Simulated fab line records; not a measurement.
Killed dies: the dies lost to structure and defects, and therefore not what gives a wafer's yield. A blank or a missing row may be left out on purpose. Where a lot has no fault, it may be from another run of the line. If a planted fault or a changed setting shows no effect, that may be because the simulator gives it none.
A lot that was struck, set against a sound lot || flow nand-harc || 12 out of 1302 route steps
Sound: the wafers L109.2, L109.4, L109.6. Struck: wafers L117.3, L117.4, L117.5. At the end, the cause is stated.
Each step with rows lists, per side, the tool, then ch with its chambers, then its first start. Under that, the readings that differ: sound wafers || struck wafers || difference of the means || sigmas: that difference in standard deviations of wafers without a fault.
alike: readings with means less than 2 such deviations apart, plus words and numbers identical on both sides. not compared: withheld readings, readings lacking a value on some wafer, bounds such as >300 that could conceal the same value, and numbers that have no deviation in the record and whose values overlap.
A row with sigmas, a row that says differs or no value, or rows on one side alone: a step with any of these is where the two part. When numbers do not overlap yet have no deviation, they are printed without sigmas and do not part them. A reading missing from all wafers of one side parts the sides only when that side holds two or more wafers.

NHARC_A_WL_FILL_INSPECT_15:
  sound on defect-inspect-01 at day 22 01:23; struck on defect-inspect-02 at day 25 19:07
{"reading": "raw-defect-count", "sound": "520 419 421", "struck": "761 935 551", "difference": "+296", "sigmas": "+2"}
NHARC_A_CONTACT_DEP_24: deposits SiO2, target thk 500 nm.
  sound on pecvd-04 ch 0,2, day 22 01:31; struck on pecvd-01 ch 0,2, day 25 19:19
  alike: chamber-pressure-Torr, heater-power-w, throttle-valve-pct
NHARC_A_CONTACT_DEP_28: deposits aC, target thk 7000 nm.
  sound on acl-dep-03 ch 0, day 22 06:07; struck on acl-dep-01 ch 0, day 25 21:47
  alike: throttle-valve-pct
NHARC_A_CONTACT_DEP_29: deposits SiON, target thk 100 nm.
  sound on pecvd-02 ch 0,1, day 22 09:41; struck on pecvd-04 ch 0,1,2, day 26 00:38
  alike: chamber-pressure-Torr, heater-power-w
then, 5 steps without rows for these wafers: NHARC_A_CONTACT_DEHYDRATE_32 (time 120 s); NHARC_A_CONTACT_HMDS_33 (time 30 s); NHARC_A_CONTACT_COAT_34 (time 75 s); NHARC_A_CONTACT_COAT_35 (time 65 s); NHARC_A_CONTACT_COAT_36 (resist thk 90 nm).
NHARC_A_CONTACT_SOFTBAKE_37: time 55 s.
  sound on litho-track-04 ch 0, day 22 09:00; struck on litho-track-04 ch 0, day 26 00:00
{"reading": "heater-power-total-W (W)", "sound": "188.41 188.38 188.41", "struck": "174.76 174.78 174.49", "difference": -13.72, "sigmas": -91}
{"reading": "plate-temp-C (C)", "sound": "104.96 104.94 104.96", "struck": "99.10 99.40 99.14", "difference": -5.74, "sigmas": -41}
then, 2 steps without rows for these wafers: NHARC_A_CONTACT_EBR_38; NHARC_END_SORT_01.

WHERE THEY PART
Last at NHARC_A_CONTACT_SOFTBAKE_37 as far as this record goes, first at NHARC_A_WL_FILL_INSPECT_15.

WHY: what had been put in by the simulator
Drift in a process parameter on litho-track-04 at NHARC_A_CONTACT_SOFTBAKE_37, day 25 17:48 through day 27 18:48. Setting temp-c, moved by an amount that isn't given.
